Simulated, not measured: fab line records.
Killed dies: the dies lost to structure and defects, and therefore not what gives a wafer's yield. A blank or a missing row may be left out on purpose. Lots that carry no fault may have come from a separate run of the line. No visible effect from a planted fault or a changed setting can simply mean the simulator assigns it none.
Split-lot experiment    flow n5_finfet    route with 1938 steps; 7 lots, 21 wafers read

## SPLIT DETAILS
At N5_BEOL_M0_SAQP_MANDREL_ETCH_20 (etches a-Si in HBr/Cl2, stops on SiNx, target depth 60 nm, bt time 10 s, time 30 s), the setting icp_w was moved away from the recipe's 800 W on 10 of the 21 wafers read, by -9.8% to +13.1%. All remaining wafers had this setting at the recipe value.

The reading is taken at the split's own step.

## THE READING
SOC_of_BEOL_M0_SAQP_COAT_81.thk_nm (the simulator's own value, which no gauge read), in nm, at N5_BEOL_M0_SAQP_MANDREL_ETCH_20 (etches a-Si in HBr/Cl2, stops on SiNx, target depth 60 nm, bt time 10 s, time 30 s). The file does not state a usual value for it. Here, 11 wafers ran the recipe; their average is 76.0 nm with a standard deviation of 0.44 nm.

wafer   tool, chamber at the split  icp_w as run, W  against the recipe  SOC_of_BEOL_M0_SAQP_COAT_81.thk_nm, nm  against lot-mates on the recipe
L076.2  rie_si-01, 1                800              recipe              76.4                                    -
L076.5  rie_si-01, 0                881.1            +10.1%              75                                      -0.8
L076.6  rie_si-01, 3                800              recipe              75.2                                    -
L080.1  rie_si-05, 2                900.4            +12.5%              75                                      -1.8
L080.3  rie_si-05, 3                800              recipe              76.8                                    -
L080.6  rie_si-05, 0                900.4            +12.5%              74.6                                    -2.2
L079.1  rie_si-05, 0                845              +5.6%               75.4                                    -1.0
L079.2  rie_si-05, 1                845              +5.6%               75.6                                    -0.8
L079.3  rie_si-05, 2                800              recipe              76.4                                    -
L083.4  rie_si-05, 1                895.2            +11.9%              74.8                                    -1.2
L083.5  rie_si-05, 3                895.2            +11.9%              75.6                                    -0.4
L083.6  rie_si-05, 2                800              recipe              76                                      -
L086.2  rie_si-01, 2                800              recipe              76.2                                    -
L086.3  rie_si-01, 0                800              recipe              75.6                                    -
L086.4  rie_si-01, 3                904.7            +13.1%              74                                      -1.9
L091.1  rie_si-05, 3,1              722              -9.8%               76.6                                    +0.8
L091.2  rie_si-05, 3,1              722              -9.8%               76.6                                    +0.8
L091.3  rie_si-05, 2                800              recipe              75.8                                    -
L092.3  rie_si-01, 2                800              recipe              76                                      -
L092.4  rie_si-01, 1                800              recipe              76.4                                    -
L092.5  rie_si-01, 0                800              recipe              75.6                                    -
Rows listing several chambers each stand for several wafers; the file does not say which wafer went through which chamber.

FIT RESULTS
A straight line over all 21 wafers: SOC_of_BEOL_M0_SAQP_COAT_81.thk_nm changes by -0.0895 nm for each +1% of icp_w; r = -0.82; the points scatter about the line by 0.43 nm.
The same after taking each lot's own level away (the mean of its wafers on the recipe; 21 wafers): -0.11 nm for each +1%; r = -0.87; scatter 0.43 nm.
That fit puts the effect of the largest move of icp_w on the reading at 1.4 nm.
The lots' own levels span 75.80 to 76.80 nm, that is 2.3 times the standard deviation above.
So the slope is not independent of the lot-to-lot level: the two fits are not the same.
Check: for one of the wafers moved furthest among these (+13.1%), held out of the fit, the line's prediction against its lot-mates is -1.43 nm. It came out at -1.9 nm against them.

## OTHER SPLITS APPLIED TO THESE WAFERS
These wafers also went through other splits before the reading. Each is held against what the fit with the lots' levels taken away leaves over:
other split on the same wafers          wafers away from the commonest value  r with SOC_of_BEOL_M0_SAQP_COAT_81.thk_nm (lot level and that fit taken away)
N5_SD_EPI_P_COAT_03 spin_rpm            8                                     -0.41
N5_SDB_COAT_03 spin_rpm                 6                                     +0.37
N5_GATE_CUT_ETCH_56 icp_w               5                                     +0.10
N5_GATE_CUT_ALD_22 ald_cycles           8                                     -0.20
N5_MOL_CONTACT_COAG_VIA_ETCH_46 bias_w  9                                     -0.32

## THE FILE'S OWN FIT
SOC_of_BEOL_M0_SAQP_COAT_81.thk_nm changes by -0.115 nm for each +1% of icp_w, r = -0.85.
